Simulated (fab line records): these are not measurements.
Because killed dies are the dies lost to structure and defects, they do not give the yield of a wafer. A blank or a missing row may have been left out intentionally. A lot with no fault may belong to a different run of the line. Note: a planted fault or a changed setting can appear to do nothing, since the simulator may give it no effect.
Chamber matching -- flow n5 finfet -- N5_BEOL_M10_ETCH_61 on rie diel-06: 4 sister chambers
The step etches SiARC in CF4, target depth 39 nm, time 65 s. 16 wafers are shown with their chamber, then 8 later ones without.

WAFERS WITH THEIR CHAMBER
wafer,chamber,showerhead plenum p Torr (Torr),oes product au (a.u.),throttle valve pct (%)
L076.1,1,2.11,0.60,15.83
L076.3,3,2.15,0.67,15.62
L076.5,3,2.15,0.67,15.60
L081.2,2,2.27,0.65,15.55
L081.3,3,2.15,0.65,15.63
L081.5,1,2.10,0.58,15.84
L086.1,1,2.10,0.58,15.87
L086.3,3,2.14,0.64,15.65
L086.4,2,2.27,0.63,15.56
L087.1,3,2.14,0.64,15.67
L087.3,0,2.10,0.78,15.61
L087.6,3,2.14,0.65,15.66
L088.1,3,2.14,0.65,15.69
L088.3,0,2.10,0.78,15.61
L088.5,3,2.14,0.64,15.67
L091.2,2,2.27,0.64,15.60

SIGNATURES (means of the wafers above)
reading,chamber 0,chamber 1,chamber 2,chamber 3,scatter within a chamber
showerhead plenum p Torr,2.1000,2.1033,2.2700,2.1437,0.0046
oes product au,0.7800,0.5867,0.6400,0.6512,0.0114
throttle valve pct,15.6100,15.8467,15.5700,15.6487,0.0267
Rule: a wafer lies at a distance from a chamber equal to the root of the sum of squares, over the readings, of (its reading less the chamber's mean, divided by the reading's scatter). The wafer belongs to the nearest chamber; if the next one is less than 2 further off, it can't be placed. The scatter: the root of (the sum of the squares of (reading less its chamber's mean) over the shown wafers, divided by (wafers less chambers)).

WAFERS MISSING THEIR CHAMBER
wafer,showerhead plenum p Torr (Torr),oes product au (a.u.),throttle valve pct (%)
L091.3,2.27,0.63,15.59
L091.4,2.14,0.64,15.68
L093.2,2.09,0.77,15.60
L093.4,2.26,0.63,15.62
L093.5,2.09,0.77,15.61
L094.1,2.13,0.63,15.71
L094.4,2.10,0.79,15.41
L094.6,2.26,0.64,15.63

THE CHAMBER EACH PASSED THROUGH
wafer,from the rows above,in truth
L091.3,2,2
L091.4,3,3
L093.2,0,0
L093.4,2,2
L093.5,0,0
L094.1,3,3
L094.4,0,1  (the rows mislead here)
L094.6,2,2
Placed correctly: 7 of 8. Left unplaced by these rows: 0. Number placed wrongly: 1.
